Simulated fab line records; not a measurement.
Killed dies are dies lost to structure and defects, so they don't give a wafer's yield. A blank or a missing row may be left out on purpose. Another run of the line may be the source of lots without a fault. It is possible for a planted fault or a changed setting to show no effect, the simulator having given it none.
Struck lot and sound lot, side by side	flow nand harc	41 out of 1302 route steps
Sound: wafers L492.1, L492.4, L492.5. Wafers struck: L497.1, L497.2, L497.5. At the end, the cause is stated.
At each step with rows: each side's tool, then ch and its chambers, then its first start. Under that, the readings that differ: sound wafers	struck wafers	difference of the means	sigmas: that difference in standard deviations of wafers without a fault.
alike: readings with means less than 2 such deviations apart, plus words and numbers identical on both sides. not compared: withheld readings, readings lacking a value on some wafer, bounds such as >300 that could conceal the same value, and numbers that have no deviation in the record and whose values overlap.
Wherever a step has rows on one side only, a row that says differs or no value, or a row with sigmas, the two part there. Non-overlapping numbers with no deviation appear without sigmas and do not part them. A reading missing from all wafers of one side parts the sides only when that side holds two or more wafers.

first, 1 step without rows for these wafers: NHARC_A_CHANNEL_HOLE_D2_SRD_30.
NHARC_A_CHANNEL_HOLE_D2_CD_MEAS_31:
  sound: cd sem-03 at day 14 16:43; struck: cd sem-03 at day 16 20:50
  alike: cd nm
next, for these wafers, 1 step has no rows: NHARC_A_CHANNEL_HOLE_D2_XSEM_32.
NHARC_A_CHANNEL_HOLE_D2_INSPECT_40:
  sound: defect inspect-01 at day 14 16:54; struck: defect inspect-02 at day 17 00:49
  alike: raw defect count
then, 4 steps without rows for these wafers: NHARC_A_CHANNEL_FILL_D2_PRECLEAN_00 (cleans in SC1); NHARC_A_CHANNEL_FILL_D2_SRD_01; NHARC_A_CHANNEL_FILL_D2_ALD_02 (deposits SiO2, target thk 6 nm, pulse time 10 s, ald cycles 60); NHARC_A_CHANNEL_FILL_D2_ALD_03 (deposits SiNx, target thk 6 nm, pulse time 60 s, ald cycles 58).
NHARC_A_CHANNEL_FILL_D2_ALD_14: deposits SiO2, target thk 2.5 nm, pulse time 10 s, ald cycles 25.
  sound on ald hk-03 ch 0,1,3, day 15 00:23; struck on ald hk-01 ch 0,2,3, day 17 11:01
  alike: heater power w, precursor pulse height rel, susceptor temp C
then, 3 steps without rows for these wafers: NHARC_A_CHANNEL_FILL_D2_ALD_15 (deposits SiNx, target thk 2 nm, pulse time 60 s, ald cycles 19); NHARC_A_CHANNEL_FILL_D2_ALD_16 (deposits SiO2, target thk 1.5 nm, pulse time 10 s, ald cycles 15); NHARC_A_CHANNEL_FILL_D2_ANNEAL_17 (time 1800 s).
NHARC_A_CHANNEL_FILL_D2_CVD_18: deposits poly-Si, target thk 3 nm.
  sound on lpcvd poly-03 ch 0, day 15 18:34; struck on lpcvd poly-02 ch 0, day 18 01:39
  alike: spike tc centre C, spike tc top C
NHARC_A_CHANNEL_FILL_D2_ETCHBACK_19: etches the open film in HBr/Cl2, target depth 5 nm, time 1.7 s.
  sound on rie si-06 ch 0,2,3, day 15 20:39; struck on rie si-06 ch 0,1,2, day 18 03:43
  alike: drypump motor current A, hbr flow sccm, oes product au, throttle valve pct
  not compared: rf hours counter h
then, 6 steps without rows for these wafers: NHARC_A_CHANNEL_FILL_D2_ETCHBACK_20 (etches the open film in C4F8/O2/Ar, target depth 27 nm, time 13.5 s); NHARC_A_CHANNEL_FILL_D2_STRIP_28 (strips in O2, time 20 s); NHARC_A_CHANNEL_FILL_D2_PRECLEAN_21 (cleans in dHF, time 30 s); NHARC_A_CHANNEL_FILL_D2_SRD_23; NHARC_A_CHANNEL_FILL_D2_CVD_05 (deposits poly-Si, target thk 5 nm); NHARC_A_CHANNEL_FILL_D2_ANNEAL_22 (time 7200 s).
NHARC_A_CHANNEL_FILL_D2_ALD_25: deposits SiOx, target thk 60 nm, pulse time 10 s, ald cycles 600.
  sound on ald hk-03 ch 2,3, day 16 14:16; struck on ald hk-02 ch 0,1,3, day 18 15:50
  alike: heater power w, precursor pulse height rel, susceptor temp C
NHARC_A_CHANNEL_FILL_D2_ETCHBACK_08: etches the open film in C4F8, target depth 220 nm, time 110 s.
  sound: rie diel-13 ch 1,3; struck: rie diel-03 ch 0,1
  alike: oes product au, rf vpp V
  not compared: rf hours counter h
NHARC_A_CHANNEL_FILL_D2_STRIP_29: strips in O2, time 20 s.
  sound: rie diel-13 ch 1,2,3; struck: rie diel-03 ch 0,3
  alike: drypump motor current A, oes product au, rf vpp V, showerhead plenum p Torr, throttle valve pct
  not compared: rf hours counter h
then, 6 steps without rows for these wafers: NHARC_A_CHANNEL_FILL_D2_PRECLEAN_30 (cleans in dHF, time 30 s); NHARC_A_CHANNEL_FILL_D2_SRD_31; NHARC_A_CHANNEL_FILL_D2_CVD_09 (deposits poly-Si, target thk 150 nm, time 3000 s); NHARC_A_CHANNEL_FILL_D2_CMP_10 (polishes, target thk 150 nm); NHARC_A_CHANNEL_FILL_D2_SRD_12; NHARC_A_CHANNEL_FILL_D2_RTA_24 (time 5 s).
NHARC_A_CHANNEL_FILL_D2_INSPECT_13:
  sound: defect inspect-02 at day 17 02:41; struck: defect inspect-01 at day 19 03:46
reading	sound	struck	difference	sigmas
raw defect count	668 810 447	264 188 366	-369	-2
then, 9 steps without rows for these wafers: NHARC_A_STAIRCASE_DEP_156 (deposits SiNx, target thk 50 nm); NHARC_A_STAIRCASE_DEHYDRATE_158 (time 120 s); NHARC_A_STAIRCASE_HMDS_159 (time 30 s); NHARC_A_STAIRCASE_COAT_160; NHARC_A_STAIRCASE_SOFTBAKE_161 (time 170 s); NHARC_A_STAIRCASE_EBR_162; NHARC_A_STAIRCASE_EXPOSE_163 (exposes mask STAIR OPEN); NHARC_A_STAIRCASE_PEB_164 (peb time 130 s); NHARC_A_STAIRCASE_DEVELOP_165 (time 140 s).
-- the record jumps here: 9 days lie between the struck wafers' starts before and after (it left off in module A_STAIRCASE and takes up again in module END, whose first step shown is number 1301 of the route) --
NHARC_END_WLT_00:
  sound: prober-02 at day 25 12:10; struck: prober-01 at day 27 16:14
reading	sound	struck	difference	sigmas
VT_DECK2_BOTTOM	0.884 0.874 0.871	0.946 0.935	+0.064	+9
VT_DECK2_BOTTOM_INNER	0.880 0.885 0.879	0.933 0.936	+0.053	+7
VT_DECK2_MEDIAN_NEAR_BOTTOM	0.883 0.877 0.876	0.936 0.935	+0.057	+8
VT_DECK2_MEDIAN_NEAR_BOTTOM_INNER	0.872 0.888 0.875	0.946 0.932	+0.061	+8
VT_DECK2_MIDDLE	0.895 0.895 0.890	0.967 0.955	+0.068	+11
VT_DECK2_MIDDLE_INNER	0.884 0.891 0.892	0.963 0.964	+0.075	+11
VT_DECK2_TOP	0.921 0.912 0.906	0.976 0.982	+0.066	+10
VT_DECK2_TOP_INNER	0.908 0.909 0.904	0.985 0.984	+0.077	+12
  alike: VT_DECK1_BOTTOM, VT_DECK1_BOTTOM_INNER, VT_DECK1_MEDIAN_NEAR_BOTTOM, VT_DECK1_MEDIAN_NEAR_BOTTOM_INNER, VT_DECK1_MIDDLE, VT_DECK1_MIDDLE_INNER, VT_DECK1_TOP, VT_DECK1_TOP_INNER
NHARC_END_SORT_01:
  sound on prober-02 ch 0, day 25 15:09; struck on prober-01 ch 0, day 27 18:44
reading	sound	struck	difference	sigmas
killed at array	86 112 89	421 336 343	+271	+10
killed dies	90 117 91	424 342 349	+272	+10
  alike: killed at other, killed at periphery, killed open, killed short

== WHERE THEY PART ==
At NHARC_A_CHANNEL_FILL_D2_INSPECT_13 first; at NHARC_END_SORT_01 last (within this record only).

WHY: what the simulator had put in
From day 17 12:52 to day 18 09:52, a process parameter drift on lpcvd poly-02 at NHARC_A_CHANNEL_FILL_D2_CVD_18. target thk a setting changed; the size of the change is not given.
